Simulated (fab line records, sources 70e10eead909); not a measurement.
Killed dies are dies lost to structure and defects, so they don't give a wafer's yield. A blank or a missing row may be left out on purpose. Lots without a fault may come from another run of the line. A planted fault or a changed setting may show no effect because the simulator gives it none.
Which tool did it? | flow nand_harc | 6 lots, 18 wafers sampled, at 4 steps of a route of 1302

WHAT THE GAUGES READ, wafer by wafer
NHARC_A_BLC_CD_MEAS_10: target cd 100 nm.
lot  | measured     | on        | cd_nm (nm)
L621 | day 23 06:09 | cd_sem-02 | 100.4 100.2 99.9
L623 | day 23 12:05 | cd_sem-02 | 99.8 99.1 99.4
L626 | day 26 11:47 | cd_sem-01 | 99.3 100.1 100.2
L633 | day 28 00:39 | cd_sem-01 | 102.1 102.9 103.1
L636 | day 29 00:13 | cd_sem-01 | 101.9 102.1 102.1
L640 | day 32 08:58 | cd_sem-01 | 100.1 101.0 100.2

WHICH TOOL RAN EACH LOT (tool, then ch and the chambers of the sampled wafers, then the start)
lot  | NHARC_A_CONTACT_ETCH_92            | NHARC_A_CONTACT_ALD_18              | NHARC_A_BLC_EXPOSE_07
L621 | rie_diel-04 ch 1,2,3, day 23 02:59 | ald_metal-04 ch 1,3, day 23 04:08   | arfi_scanner-02 ch 0, day 23 06:01
L623 | rie_diel-08 ch 0,1,3, day 23 08:28 | ald_metal-03 ch 0,1,3, day 23 10:05 | arfi_scanner-03 ch 0, day 23 11:57
L626 | rie_diel-01 ch 1,2,3, day 26 08:29 | ald_metal-03 ch 1,2,3, day 26 09:39 | arfi_scanner-03 ch 0, day 26 11:39
L633 | rie_diel-04 ch 0,1,2, day 27 21:02 | ald_metal-01 ch 0,1,3, day 27 22:42 | arfi_scanner-02 ch 0, day 28 00:31
L636 | rie_diel-08 ch 0,2,3, day 28 21:04 | ald_metal-04 ch 0,2,3, day 28 22:13 | arfi_scanner-02 ch 0, day 29 00:04
L640 | rie_diel-04 ch 1,3, day 32 05:40   | ald_metal-01 ch 2,3, day 32 06:58   | arfi_scanner-03 ch 0, day 32 08:50
- NHARC_A_CONTACT_ETCH_92: etches the open film in CH3F/O2, target depth 40 nm, time 85.7 s.
- NHARC_A_CONTACT_ALD_18: deposits TiN, target thk 3 nm, pulse time 1 s, ald cycles 150.
- NHARC_A_BLC_EXPOSE_07: exposes mask A BLC, target cd 100 nm.

THE ANSWER, worked out from the rows above alone
Rule: what is usual is taken from the lots themselves. Put in order of their means at a reading, lots are off if they are a third of the lots or fewer, leave a main group of 4 or more, and stand apart from it by a gap of 3 or more times the standard deviation of the main group's means; of several such gaps the widest counts. A main group whose means are all the same, to the digits that the tables above print for the reading, isn't used. A lot without any number at a reading at which 4 lots or more have one is off too. The other lots that the step has rows for count as sound.
Off: L633, L636, at NHARC_A_BLC_CD_MEAS_10 (cd_nm). The main group: mean 100.0 nm, standard deviation 0.37.
A tool fits if, at a process step before that reading, it ran every lot that is off, and no sound lot after the first of them. The gauges at NHARC_A_BLC_CD_MEAS_10 are tried like those tools. One fits: arfi_scanner-02 at NHARC_A_BLC_EXPOSE_07. Its last sound lot is L621 (day 23 06:01), its first lot that is off L633 (day 28 00:31): a fault that began between those two fits.

WHAT THE SIMULATOR HAD PUT IN
Process parameter drift: arfi_scanner-02, from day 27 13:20 on, at NHARC_A_BLC_EXPOSE_07. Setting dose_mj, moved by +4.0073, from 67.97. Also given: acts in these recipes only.
Lots struck among those shown: L633, L636. The rule above found the same.
